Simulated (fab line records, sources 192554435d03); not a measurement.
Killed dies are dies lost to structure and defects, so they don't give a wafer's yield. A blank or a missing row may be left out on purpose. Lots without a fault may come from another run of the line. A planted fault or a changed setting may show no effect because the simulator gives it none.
fab line records | flow n5_finfet
record lots=24 wafers=72 last_day=18
route steps=1938 shown BEOL_M1@774 BEOL_M2@842
lots that met no fault: from a run of the same line without faults
start_h: hours from the record's first day to the start of the lot's first wafer shown | wait_h: hours since the lot's step before | " the same as in the row above | L1.1+2: a row that stands for several wafers | - no value, or no start given | * or withheld: withheld | < > ~ a bound
route shown NAME@n: a module of which the file shows steps, and the number in the route of the first | usual: mean/standard deviation of fault-free wafers | same: alike in all rows | chamber/n: place in a boat | sites: the reading at each site | _std_site: their standard deviation | _edge_site: outer sites' mean less inner sites' | radius_mm: how far each site lies from the wafer's centre | mask NAME#n: copy n | behind: the tool/chamber that last shaped the wafer | hold: why the lot was held/for how many hours/how that ended | device: the transistor (n, p or np) that didn't switch | end of line: the same wafers' tests at the end of the route | a step without rows: its recipe alone | killed: dies lost to structure and defects at the first sort, not the wafer's yield | map: a wafer's dies, x killed, . not, _ none there
set.NAME: the setting as run; set.NAME@STEP: as run at that earlier step | model.NAME: the simulator's own value behind a step, which no gauge read
steps of the route over a sample of lots; a table a step, a row a wafer
services: from which hour (start_h, from the record's first day; less than 0 if before it) a tool's chamber was out of use, for how many hours, and why
## steps
# step N5_BEOL_M1_HM_OPEN_17
# recipe chemistry=Cl2/BCl3 target_depth_a=200 overetch_a=60 target=TiN mask_material=SOC ion_energy_ev=150 pressure_mtorr=10 icp_w=1000 bias_w=126 Cl2_flow_sccm=53.25 bcl3_flow_sccm=21.75 Ar_flow_sccm=25
# usual drypump_motor_current_A=5.7/0.57 oes_product_au=0.66/0.11 throttle_valve_pct=22.04/0.19
# columns lot.wafer tool chamber start_h wait_h drypump_motor_current_A oes_product_au rf_hours_counter_h throttle_valve_pct
L074.2 rie_metal-02 0 121.47 0.1 4.8 0.68 - 21.97
L074.3 " 0 " " 4.8 0.68 - 21.98
L074.4 " 0 " " 4.8 0.69 - 21.96
L075.1 rie_metal-02 0 124.61 0.0 4.8 0.70 34 21.97
L075.2 " 0 " " 4.8 0.69 - 21.96
L075.3 " 0 " " 4.8 0.69 - 21.98
L076.1 rie_metal-03 1 131.20 0.0 6.1 0.51 135 22.53
L076.2 " 1 " " 6.1 0.51 - 22.56
L076.5 " 1 " " 6.1 0.51 - 22.53
L077.3 rie_metal-03 1 139.51 0.1 6.2 0.52 - 22.54
L077.4 " 1 " " 6.2 0.52 - 22.53
L077.6 " 1 " " 6.2 0.52 - 22.53
L078.4 rie_metal-01 0 148.79 0.1 6.4 0.56 - 22.10
L078.5 " 1 " " 5.2 0.68 - 21.81
L078.6 " 0 " " 6.4 0.56 - 22.10
L079.2 rie_metal-01 0 154.10 0.0 6.5 0.56 94 22.08
L079.3 " 0 " " 6.5 0.56 - 22.10
L079.6 " 1 " " 5.2 0.69 - 21.79
L080.1 rie_metal-01 1 154.73 0.0 5.2 0.69 31 21.78
L080.3 " 1 " " 5.2 0.70 - 21.79
L080.4 " 0 " " 6.5 0.56 - 22.07
L081.1 rie_metal-01 0 163.60 0.0 6.5 0.56 95 22.06
L081.2 " 0 " " 6.5 0.56 - 22.08
L081.6 " 0 " " 6.5 0.56 - 22.08
L082.2 rie_metal-02 1 173.47 0.0 6.0 0.80 5 21.95
L082.4 " 0 " " 4.8 0.68 - 21.99
L082.5 " 1 " " 6.0 0.80 - 21.95
L084.1 rie_metal-03 0 180.64 0.0 5.5 0.52 124 22.05
L084.5 " 0 " " 5.5 0.52 - 22.04
L084.6 " 0 " " 5.5 0.52 - 22.05
L083.3 rie_metal-01 0 180.86 0.1 6.5 0.56 - 22.11
L083.4 " 1 " " 5.2 0.69 - 21.80
L083.5 " 0 " " 6.5 0.56 - 22.08
L085.2 rie_metal-03 0 191.85 0.1 5.5 0.52 - 22.05
L085.4 " 0 " " 5.5 0.52 - 22.06
L085.5 " 0 " " 5.5 0.52 - 22.05
L086.2 rie_metal-02 0 197.59 0.0 4.8 0.66 42 22.00
L086.3 " 1 " " 6.0 0.77 - 21.95
L086.6 " 1 " " 6.0 0.76 - 21.96
L087.2 rie_metal-03 0 199.67 0.0 5.5 0.51 127 22.04
L087.3 " 0 " " 5.5 0.52 - 22.05
L087.5 " 0 " " 5.5 0.52 - 22.05
L088.1 rie_metal-03 1 203.51 0.0 6.1 0.84 1 22.21
L088.4 " 0 " " 5.5 0.51 - 22.05
L088.5 " 1 " " 6.1 0.84 - 22.18
L089.2 rie_metal-03 0 210.17 0.0 5.5 0.52 127 22.06
L089.3 " 0 " " 5.5 0.52 - 22.06
L089.6 " 0 " " 5.5 0.52 - 22.04
L090.2 rie_metal-01 0 215.94 0.0 6.5 0.55 100 22.10
L090.3 " 1 " " 5.2 0.68 - 21.78
L090.5 " 1 " " 5.2 0.69 - 21.78
L091.1 rie_metal-03 1 222.47 0.0 6.1 0.82 3 22.17
L091.4 " 1 " " 6.1 0.82 - 22.18
L091.5 " 1 " " 6.2 0.82 - 22.19
L092.1 rie_metal-01 0 228.67 0.0 6.4 0.54 102 22.12
L092.2 " 1 " " 5.2 0.67 38 21.81
L092.3 " 0 " " 6.5 0.55 - 22.11
L093.3 rie_metal-03 0 233.28 0.1 5.5 0.81 - 21.62
L093.5 " 1 " " 6.1 0.78 - 22.19
L093.6 " 0 " " 5.5 0.80 - 21.63
L094.1 rie_metal-02 0 238.41 0.0 4.8 0.67 43 21.98
L094.4 " 1 " " 6.0 0.77 - 21.97
L094.5 " 0 " " 4.8 0.68 - 21.97
L095.2 rie_metal-01 1 250.22 0.1 5.2 0.66 - 21.82
L095.4 " 1 " " 5.1 0.67 - 21.83
L095.6 " 1 " " 5.2 0.67 - 21.82
L096.1 rie_metal-02 1 255.17 0.0 6.0 0.76 10 21.97
L096.2 " 1 " " 6.0 0.77 - 21.97
L096.4 " 1 " " 6.0 0.75 - 21.96
L097.2 rie_metal-02 1 263.15 0.1 6.0 0.75 - 21.96
L097.4 " 1 " " 6.0 0.76 - 21.96
L097.5 " 1 " " 6.0 0.75 - 21.98
# step N5_BEOL_M1_ALD_98
# recipe material=SiO2 target_thk_a=25 temp_c=100 ald_precursor_family=BDEAS ald_co_reactant=O2-plasma pulse_time_s=1 co_reactant_pulse_time_s=1 purge_time_s=2 co_reactant_purge_time_s=2 ald_cycles=17 pressure_torr=2
# usual heater_power_w=76/6.9 precursor_pulse_height_rel=0.999/0.02
# columns lot.wafer tool chamber start_h wait_h heater_power_w precursor_pulse_height_rel
L074.2 ald_sin-02 3 122.29 0.1 80 1.024
L074.3 " 1 " " 75 1.002
L074.4 " 3 " " 77 1.002
L075.1 ald_sin-04 0 125.60 0.1 65 1.007
L075.2 " 2 " " 85 0.982
L075.3 " 1 " " 77 0.975
L076.1 ald_sin-04 2 132.30 0.1 84 1.006
L076.2 " 3 " " 81 1.016
L076.5 " 1 " " 78 1.013
L077.3 ald_sin-02 2 140.32 0.1 86 1.023
L077.4 " 3 " " 79 0.984
L077.6 " 0 " " 80 1.029
L078.4 ald_sin-01 0 149.64 0.1 83 0.989
L078.5 " 1 " " 67 0.977
L078.6 " 2 " " 75 1.007
L079.2 ald_sin-02 3 155.29 0.3 79 1.009
L079.3 " 2 " " 82 0.984
L079.6 " 3 " " 80 0.992
L080.1 ald_sin-01 1 155.51 0.1 69 0.980
L080.3 " 0 " " 82 1.029
L080.4 " 2 " " 77 0.980
L081.1 ald_sin-02 1 165.46 0.9 77 1.024
L081.2 " 0 " " 78 0.998
L081.6 " 3 " " 80 1.004
L082.2 ald_sin-01 2 174.35 0.1 76 1.012
L082.4 " 1 " " 68 1.036
L082.5 " 0 " " 85 1.011
L084.1 ald_sin-01 3 181.70 0.1 65 0.966
L084.5 " 2 " " 76 0.994
L084.6 " 3 " " 65 1.010
L083.3 ald_sin-01 1 181.80 0.1 68 1.019
L083.4 " 3 " " 66 1.000
L083.5 " 2 " " 76 1.017
L085.2 ald_sin-01 0 192.83 0.1 84 0.999
L085.4 " 1 " " 66 1.021
L085.5 " 0 " " 84 1.001
L086.2 ald_sin-02 1 198.40 0.1 77 1.005
L086.3 " 3 " " 82 1.031
L086.6 " 1 " " 78 0.965
L087.2 ald_sin-02 3 200.77 0.1 81 1.011
L087.3 " 1 " " 77 0.983
L087.5 " 3 " " 78 0.989
L088.1 ald_sin-01 0 204.73 0.5 84 0.998
L088.4 " 1 " " 67 1.044
L088.5 " 0 " " 83 0.997
L089.2 ald_sin-04 1 211.05 0.1 75 1.024
L089.3 " 2 " " 79 0.990
L089.6 " 2 " " 78 1.011
L090.2 ald_sin-02 3 216.70 0.1 79 0.979
L090.3 " 1 " " 78 0.984
L090.5 " 1 " " 77 1.022
L091.1 ald_sin-04 3 223.49 0.1 82 0.975
L091.4 " 2 " " 80 1.023
L091.5 " 0 " " 63 0.973
L092.1 ald_sin-01 2 229.63 0.1 77 0.977
L092.2 " 0 " " 84 1.007
L092.3 " 1 " " 67 1.016
L093.3 ald_sin-04 1 234.13 0.1 74 0.988
L093.5 " 2 " " 80 0.979
L093.6 " 1 " " 74 0.998
L094.1 ald_sin-01 1 239.29 0.1 67 0.993
L094.4 " 3 " " 64 1.018
L094.5 " 3 " " 65 0.993
L095.2 ald_sin-02 0 251.34 0.1 78 0.986
L095.4 " 3 " " 80 1.017
L095.6 " 2 " " 84 0.958
L096.1 ald_sin-01 0 256.15 0.1 87 1.011
L096.2 " 2 " " 75 1.017
L096.4 " 1 " " 68 0.968
L097.2 ald_sin-04 0 264.16 0.1 63 1.035
L097.4 " 2 " " 81 1.021
L097.5 " 1 " " 73 1.005
# step N5_BEOL_M1_PRE_CLEAN_60
# recipe gas=NH3/H2 time_s=15 temp_c=* rf_power_w=300
# usual heater_power_w=99/25
# columns lot.wafer tool chamber start_h wait_h heater_power_w
L074.2 cvd_co-02 0 132.68 0.0 81
L074.3 " 2 " " 110
L074.4 " 0 " " 83
L075.1 cvd_co-02 2 132.97 0.0 109
L075.2 " 0 " " 80
L075.3 " 2 " " 110
L076.1 cvd_co-02 2 137.58 0.0 111
L076.2 " 1 " " 84
L076.5 " 1 " " 86
L077.3 cvd_co-01 0 153.49 0.0 77
L077.4 " 0 " " 77
L077.6 " 1 " " 150
L078.4 cvd_co-02 2 162.82 0.1 110
L078.5 " 0 " " 83
L078.6 " 1 " " 85
L079.2 cvd_co-01 1 165.01 0.1 150
L079.3 " 0 " " 76
L079.6 " 1 " " 151
L080.1 cvd_co-02 0 167.94 0.0 80
L080.3 " 2 " " 112
L080.4 " 0 " " 80
L081.1 cvd_co-01 0 172.25 0.3 77
L081.2 " 1 " " 151
L081.6 " 0 " " 79
L082.2 cvd_co-01 2 180.39 0.0 87
L082.4 " 2 " " 88
L082.5 " 1 " " 150
L084.1 cvd_co-02 2 186.16 0.0 110
L084.5 " 1 " " 85
L084.6 " 0 " " 79
L083.3 cvd_co-02 1 187.19 0.0 84
L083.4 " 2 " " 114
L083.5 " 0 " " 82
L085.2 cvd_co-01 0 198.70 0.2 76
L085.4 " 1 " " 154
L085.5 " 0 " " 78
L086.2 cvd_co-01 2 205.96 0.1 87
L086.3 " 1 " " 148
L086.6 " 1 " " 150
L087.2 cvd_co-01 1 209.00 0.0 147
L087.3 " 2 " " 87
L087.5 " 0 " " 78
L088.1 cvd_co-02 0 215.86 0.0 82
L088.4 " 2 " " 109
L088.5 " 1 " " 86
L089.2 cvd_co-02 1 218.27 0.0 86
L089.3 " 2 " " 111
L089.6 " 2 " " 112
L090.2 cvd_co-02 0 221.74 0.0 83
L090.3 " 1 " " 85
L090.5 " 0 " " 82
L091.1 cvd_co-01 2 228.60 0.2 86
L091.4 " 1 " " 150
L091.5 " 0 " " 77
L092.1 cvd_co-01 0 234.96 0.0 77
L092.2 " 1 " " 149
L092.3 " 2 " " 89
L093.3 cvd_co-02 2 241.74 0.0 109
L093.5 " 2 " " 112
L093.6 " 0 " " 82
L094.1 cvd_co-01 1 247.08 0.0 150
L094.4 " 1 " " 149
L094.5 " 2 " " 87
L095.2 cvd_co-01 2 257.74 0.0 86
L095.4 " 2 " " 91
L095.6 " 0 " " 77
L096.1 cvd_co-02 0 261.94 0.0 82
L096.2 " 1 " " 87
L096.4 " 0 " " 78
L097.2 cvd_co-02 2 270.01 0.0 111
L097.4 " 2 " " 112
L097.5 " 1 " " 86
# step N5_BEOL_M1_INSPECT_59
# recipe inspect_instrument=darkfield mode=post_dep
# usual raw_defect_count=74/29
# columns lot.wafer tool chamber start_h wait_h raw_defect_count
L074.2 defect_inspect-02 - 132.99 0.0 79
L074.3 " - " " 91
L074.4 " - " " 66
L075.1 defect_inspect-02 - 133.27 0.0 52
L075.2 " - " " 109
L075.3 " - " " 102
L076.1 defect_inspect-01 - 137.86 0.0 91
L076.2 " - " " 86
L076.5 " - " " 72
L077.3 defect_inspect-01 - 153.74 0.0 55
L077.4 " - " " 36
L077.6 " - " " 49
L078.4 defect_inspect-01 - 163.05 0.0 53
L078.5 " - " " 61
L078.6 " - " " 49
L079.2 defect_inspect-02 - 165.26 0.0 60
L079.3 " - " " 102
L079.6 " - " " 68
L080.1 defect_inspect-02 - 168.19 0.0 91
L080.3 " - " " 102
L080.4 " - " " 41
L081.1 defect_inspect-01 - 172.50 0.0 52
L081.2 " - " " 40
L081.6 " - " " 51
L082.2 defect_inspect-02 - 180.64 0.0 64
L082.4 " - " " 51
L082.5 " - " " 58
L084.1 defect_inspect-01 - 186.40 0.0 80
L084.5 " - " " 47
L084.6 " - " " 45
L083.3 defect_inspect-01 - 187.44 0.0 76
L083.4 " - " " 50
L083.5 " - " " 56
L085.2 defect_inspect-01 - 198.95 0.0 87
L085.4 " - " " 63
L085.5 " - " " 60
L086.2 defect_inspect-01 - 206.21 0.0 51
L086.3 " - " " 71
L086.6 " - " " 74
L087.2 defect_inspect-02 - 209.25 0.0 136
L087.3 " - " " 157
L087.5 " - " " 131
L088.1 defect_inspect-01 - 216.11 0.0 71
L088.4 " - " " 28
L088.5 " - " " 65
L089.2 defect_inspect-02 - 218.52 0.0 76
L089.3 " - " " 73
L089.6 " - " " 59
L090.2 defect_inspect-01 - 222.01 0.0 48
L090.3 " - " " 53
L090.5 " - " " 72
L091.1 defect_inspect-01 - 228.89 0.0 82
L091.4 " - " " 135
L091.5 " - " " 102
L092.1 defect_inspect-01 - 235.24 0.0 39
L092.2 " - " " 39
L092.3 " - " " 95
L093.3 defect_inspect-02 - 241.99 0.0 80
L093.5 " - " " 125
L093.6 " - " " 54
L094.1 defect_inspect-02 - 247.33 0.0 156
L094.4 " - " " 176
L094.5 " - " " 160
L095.2 defect_inspect-02 - 257.99 0.0 89
L095.4 " - " " 61
L095.6 " - " " 60
L096.1 defect_inspect-02 - 262.19 0.0 90
L096.2 " - " " 75
L096.4 " - " " 58
L097.2 defect_inspect-02 - 270.26 0.0 46
L097.4 " - " " 26
L097.5 " - " " 59
# step N5_BEOL_M2_THK_MEAS_01
# recipe reads=SiOC_of_BEOL_M2_ILD_DEP_00
# usual M2_ILD_THK=78.4/0.9
# columns lot.wafer tool chamber start_h wait_h M2_ILD_THK[nm]
L074.2 film_metro-01 - 133.09 0.1 78.0
L074.3 " - " " 76.8
L074.4 " - " " 79.4
L075.1 film_metro-02 - 133.38 0.0 76.9
L075.2 " - " " 77.3
L075.3 " - " " 77.9
L076.1 film_metro-01 - 137.98 0.1 76.8
L076.2 " - " " 77.5
L076.5 " - " " 79.0
L077.3 film_metro-02 - 153.84 0.1 77.5
L077.4 " - " " 78.4
L077.6 " - " " 78.6
L078.4 film_metro-02 - 163.15 0.0 79.9
L078.5 " - " " 80.4
L078.6 " - " " 80.2
L079.2 film_metro-01 - 165.37 0.1 78.4
L079.3 " - " " 78.3
L079.6 " - " " 79.0
L080.1 film_metro-02 - 168.29 0.0 78.8
L080.3 " - " " 78.1
L080.4 " - " " 78.7
L081.1 film_metro-01 - 172.60 0.0 77.9
L081.2 " - " " 78.9
L081.6 " - " " 78.8
L082.2 film_metro-02 - 180.74 0.1 78.6
L082.4 " - " " 78.3
L082.5 " - " " 78.9
L084.1 film_metro-02 - 186.51 0.0 77.2
L084.5 " - " " 78.6
L084.6 " - " " 78.5
L083.3 film_metro-02 - 187.54 0.1 78.7
L083.4 " - " " 79.3
L083.5 " - " " 79.7
L085.2 film_metro-02 - 199.05 0.1 76.5
L085.4 " - " " 78.5
L085.5 " - " " 79.1
L086.2 film_metro-01 - 206.31 0.1 78.2
L086.3 " - " " 77.5
L086.6 " - " " 78.9
L087.2 film_metro-01 - 209.35 0.1 79.0
L087.3 " - " " 77.9
L087.5 " - " " 78.9
L088.1 film_metro-01 - 216.21 0.1 79.5
L088.4 " - " " 78.4
L088.5 " - " " 80.0
L089.2 film_metro-01 - 218.62 0.1 77.5
L089.3 " - " " 76.8
L089.6 " - " " 77.6
L090.2 film_metro-01 - 222.11 0.1 77.5
L090.3 " - " " 76.6
L090.5 " - " " 79.3
L091.1 film_metro-01 - 229.00 0.0 77.2
L091.4 " - " " 78.6
L091.5 " - " " 78.2
L092.1 film_metro-02 - 235.36 0.1 76.5
L092.2 " - " " 76.8
L092.3 " - " " 77.9
L093.3 film_metro-01 - 242.10 0.1 77.3
L093.5 " - " " 78.9
L093.6 " - " " 78.7
L094.1 film_metro-01 - 247.44 0.0 78.4
L094.4 " - " " 78.2
L094.5 " - " " 79.5
L095.2 film_metro-02 - 258.12 0.1 78.8
L095.4 " - " " 79.4
L095.6 " - " " 79.5
L096.1 film_metro-02 - 262.30 0.0 78.1
L096.2 " - " " 77.3
L096.4 " - " " 78.6
L097.2 film_metro-02 - 270.36 0.1 77.5
L097.4 " - " " 78.8
L097.5 " - " " 79.1
# step N5_BEOL_M2_OVL_MEAS_12
# recipe points_per_wafer=522
# usual M2_OVL=-0.2/0.59
# columns lot.wafer tool chamber start_h wait_h M2_OVL[nm]
L074.2 overlay-02 0 133.77 0.0 -1.1
L074.3 " 0 " " -0.5
L074.4 " 0 " " -0.7
L075.1 overlay-02 0 134.03 0.0 -0.1
L075.2 " 0 " " -0.3
L075.3 " 0 " " -1.2
L076.1 overlay-01 0 138.74 0.0 0.3
L076.2 " 0 " " 0.4
L076.5 " 0 " " 1.0
L077.3 overlay-01 0 156.46 0.0 -0.9
L077.4 " 0 " " 0.2
L077.6 " 0 " " 0.5
L078.4 overlay-02 0 164.50 0.0 0.3
L078.5 " 0 " " 0.0
L078.6 " 0 " " 0.6
L079.2 overlay-02 0 165.90 0.0 0.6
L079.3 " 0 " " 0.0
L079.6 " 0 " " 0.2
L080.1 overlay-02 0 171.45 0.0 0.3
L080.3 " 0 " " -0.1
L080.4 " 0 " " -0.1
L081.1 overlay-02 0 174.97 0.0 0.2
L081.2 " 0 " " -0.4
L081.6 " 0 " " -0.4
L082.2 overlay-01 0 182.36 0.0 -0.2
L082.4 " 0 " " -0.8
L082.5 " 0 " " 0.2
L084.1 overlay-01 0 187.71 0.0 0.3
L084.5 " 0 " " 0.1
L084.6 " 0 " " 0.1
L083.3 overlay-02 0 188.62 0.0 -0.7
L083.4 " 0 " " -0.9
L083.5 " 0 " " -1.3
L085.2 overlay-02 0 199.60 0.0 -1.1
L085.4 " 0 " " -1.4
L085.5 " 0 " " 0.3
L086.2 overlay-02 0 208.38 0.0 -0.6
L086.3 " 0 " " -0.2
L086.6 " 0 " " -0.2
L087.2 overlay-02 0 211.67 0.0 -0.4
L087.3 " 0 " " 0.5
L087.5 " 0 " " 0.3
L088.1 overlay-01 0 218.19 0.0 -0.2
L088.4 " 0 " " -0.3
L088.5 " 0 " " -0.7
L089.2 overlay-01 0 219.63 0.0 -0.4
L089.3 " 0 " " -0.7
L089.6 " 0 " " -0.2
L090.2 overlay-02 0 223.07 0.0 0.2
L090.3 " 0 " " 0.6
L090.5 " 0 " " 0.5
L091.1 overlay-01 0 229.96 0.0 -1.0
L091.4 " 0 " " 0.8
L091.5 " 0 " " -0.7
L092.1 overlay-02 0 236.51 0.0 0.0
L092.2 " 0 " " 0.1
L092.3 " 0 " " 0.2
L093.3 overlay-01 0 245.07 0.0 -1.0
L093.5 " 0 " " -1.2
L093.6 " 0 " " -0.5
L094.1 overlay-02 0 249.48 0.0 0.7
L094.4 " 0 " " 0.4
L094.5 " 0 " " 0.7
L095.2 overlay-01 0 263.33 0.0 0.3
L095.4 " 0 " " 0.5
L095.6 " 0 " " 0.6
L096.1 overlay-02 0 263.36 0.0 -0.2
L096.2 " 0 " " -1.0
L096.4 " 0 " " -0.6
L097.2 overlay-02 0 271.24 0.0 -0.2
L097.4 " 0 " " 0.3
L097.5 " 0 " " -0.1
## services
# columns tool chamber start_h hours kind
ald_sin-01 0 100.18 - clean
ald_sin-01 1 100.18 - clean
ald_sin-01 2 100.18 - clean
ald_sin-01 3 100.18 - clean
rie_metal-01 1 105.88 5.3 repair
cvd_co-02 1 114.67 - clean
cvd_co-02 1 114.67 22.0 scheduled_down
cvd_co-02 1 114.67 22.0 vent_cycle
ald_sin-02 0 120.69 7.7 repair
rie_metal-03 0 123.14 25.4 repair
cvd_co-01 - 136.95 16.5 repair
ald_sin-01 0 159.33 3.7 repair
rie_metal-01 1 162.67 5.4 repair
rie_metal-03 1 172.00 - clean
rie_metal-03 1 172.00 22.1 scheduled_down
ald_sin-04 - 176.80 14.0 pm
rie_metal-02 - 205.59 28.1 pm
cvd_co-01 - 206.43 0.5 repair
rie_metal-03 - 230.48 1.4 pm
rie_metal-02 - 233.69 2.8 pm
ald_sin-04 - 248.78 0.8 pm
rie_metal-02 0 249.11 16.4 repair
rie_metal-01 0 249.94 7.1 repair
ald_sin-02 - 268.53 14.0 pm
## key
fault none
